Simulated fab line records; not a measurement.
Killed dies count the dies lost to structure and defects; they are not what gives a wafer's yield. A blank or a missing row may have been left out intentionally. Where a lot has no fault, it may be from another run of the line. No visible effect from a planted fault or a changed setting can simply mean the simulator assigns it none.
Chamber matching / flow nandHarc / rieDiel-05 running NHARC_A_STAIRCASE_TRIM_187: 4 sister chambers
The step chemistry O2, time 211.2 s. 4 wafers are shown with their chamber, then 8 later ones without.

WAFERS WITH THEIR CHAMBER
wafer=L085.4; chamber=1; showerheadPlenumPTorr (Torr)=3.70
wafer=L087.4; chamber=2; showerheadPlenumPTorr (Torr)=3.53
wafer=L087.6; chamber=3; showerheadPlenumPTorr (Torr)=3.55
wafer=L091.1; chamber=0; showerheadPlenumPTorr (Torr)=3.73

WAFERS WITHOUT THEIR CHAMBER
wafer=L091.3; showerheadPlenumPTorr (Torr)=3.53
wafer=L091.6; showerheadPlenumPTorr (Torr)=3.74
wafer=L096.3; showerheadPlenumPTorr (Torr)=3.53
wafer=L096.4; showerheadPlenumPTorr (Torr)=3.55
wafer=L096.6; showerheadPlenumPTorr (Torr)=3.55
wafer=L097.3; showerheadPlenumPTorr (Torr)=3.73
wafer=L097.5; showerheadPlenumPTorr (Torr)=3.69
wafer=L097.6; showerheadPlenumPTorr (Torr)=3.53

WHICH CHAMBER EACH WENT THROUGH
wafer=L091.3; from the rows above=2; in truth=2
wafer=L091.6; from the rows above=0; in truth=0
wafer=L096.3; from the rows above=2; in truth=2
wafer=L096.4; from the rows above=3; in truth=3
wafer=L096.6; from the rows above=3; in truth=3
wafer=L097.3; from the rows above=0; in truth=0
wafer=L097.5; from the rows above=1; in truth=1
wafer=L097.6; from the rows above=2; in truth=2
Correctly placed: 8 of 8. Not placeable from these rows: 0. 0 placed wrongly.
How it was worked out, from the rows above alone: a wafer's distance from a chamber is the root of the sum, over the readings, of the square of ((its reading less the chamber's mean) divided by the reading's scatter). The wafer belongs to the nearest chamber; if the next one is less than 2 further off, it can't be placed. A chamber's mean is the mean of its shown wafers. The scatter: with one shown wafer a chamber, the root of the mean of the squares of how far each hidden wafer lies from its nearest shown one.
